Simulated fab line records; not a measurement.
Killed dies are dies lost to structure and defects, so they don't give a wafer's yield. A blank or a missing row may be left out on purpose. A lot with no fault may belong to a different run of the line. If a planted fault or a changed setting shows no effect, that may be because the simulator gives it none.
2 desks looking at one fault :: flow nand-harc :: each desk holds nothing but its own numbers, with what lay behind them at the end

## THE TOOL OWNER'S DESK: rie-diel-09
The tool's own readings at NHARC_P_M1_ETCH_35 (etches the open film in N2/H2, target depth 40 nm, overetch 12 nm, time 43.94 s): means of the sampled wafers that have a number, for each lot that ran on this tool. Any lot whose mean is over 4 standard deviations away from the usual mean is out of limits and marked OUT; that distance is given in the brackets. Of its 8 readings 7 are shown: the one that was out of limits first, and those that lie furthest out on some lot.
Columns: A = bias-w at NHARC_P_M1_ETCH_35, usual 150.1 W; B = drypump-motor-current-A at NHARC_P_M1_ETCH_35, usual 5.5 A; C = n2-flow-sccm at NHARC_P_M1_ETCH_35, usual 150.0 sccm; D = oes-product-au at NHARC_P_M1_ETCH_35, usual 0.998 a.u.; E = rf-fwd-power-W at NHARC_P_M1_ETCH_35, usual 395.5 W; F = rf-vpp-V at NHARC_P_M1_ETCH_35, usual 430.1 V; G = throttle-valve-pct at NHARC_P_M1_ETCH_35, usual 14.171 %
lot: L198
first seen here: day 8 02:25
A: 149.6
B: 5.4
C: 150.1
D: 0.999
E: 394.5
F: 429.6
G: 14.173

lot: L203
first seen here: day 10 11:59
A: 149.9
B: 5.5
C: 149.6
D: 0.991
E: 394.7
F: 430.0
G: 14.173

lot: L204
first seen here: day 11 05:13
A: 150.2
B: 5.2
C: 149.9
D: 0.997
E: 396.1
F: 429.4
G: 14.177

lot: L205
first seen here: day 11 08:09
A: 150.5
B: 5.2
C: 149.6
D: 1.004
E: 394.7
F: 429.7
G: 14.174

lot: L212
first seen here: day 14 05:14
A: 150.0
B: 5.4
C: 149.9
D: 0.952 (-4.7) OUT
E: 396.8
F: 428.2
G: 14.179

lot: L213
first seen here: day 14 22:39
A: 150.1
B: 5.6
C: 149.9
D: 0.950 (-4.9) OUT
E: 397.0
F: 430.5
G: 14.170
This desk's verdict: out of limits on L212, L213, starting with L212 at day 14 05:14 (oes-product-au at NHARC_P_M1_ETCH_35). L198, L203, L204, L205: within limits.

## FROM THE METROLOGY DESK
What the gauges read, lot by lot, whatever tool the lot ran on: means of the sampled wafers that have a number. Any lot whose mean is over 4 standard deviations away from the usual mean is out of limits and marked OUT; that distance is given in the brackets.
Columns: A = cd-nm at NHARC_P_M1_CD_MEAS_09, usual 130.0 nm
lot: L193
first seen here: day 6 08:17
A: 129.4

lot: L197
first seen here: day 7 20:59
A: 129.6

lot: L198
first seen here: day 8 02:08
A: 129.4

lot: L200
first seen here: day 9 04:47
A: 130.6

lot: L201
first seen here: day 9 17:20
A: 130.5

lot: L202
first seen here: day 9 22:58
A: 129.1

lot: L203
first seen here: day 10 11:43
A: 129.0

lot: L204
first seen here: day 11 04:56
A: 129.5

lot: L205
first seen here: day 11 07:52
A: 130.2

lot: L212
first seen here: day 14 04:59
A: 129.6

lot: L213
first seen here: day 14 22:22
A: 130.7

lot: L216
first seen here: day 15 20:02
A: 130.2
This desk's verdict: no lot among the 12 shows anything out of limits.

## TAKEN TOGETHER
At day 14 05:14, on L212, L213, the tool owner's desk was in a position to raise an alarm.
From the metrology desk's view, nothing was out of limits.
The metrology desk has L212, L213 on record, within its limits.
Every lot named ran NHARC_P_M1_ETCH_35 on rie-diel-09.

## WHAT THE SIMULATOR PUT IN
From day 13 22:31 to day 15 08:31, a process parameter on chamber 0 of rie-diel-09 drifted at NHARC_P_M1_ETCH_35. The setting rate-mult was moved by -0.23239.
Lots struck among those shown: L212, L213.
Each desk's first reading out of limits, in hours after the fault started: the tool owner's desk, 7.
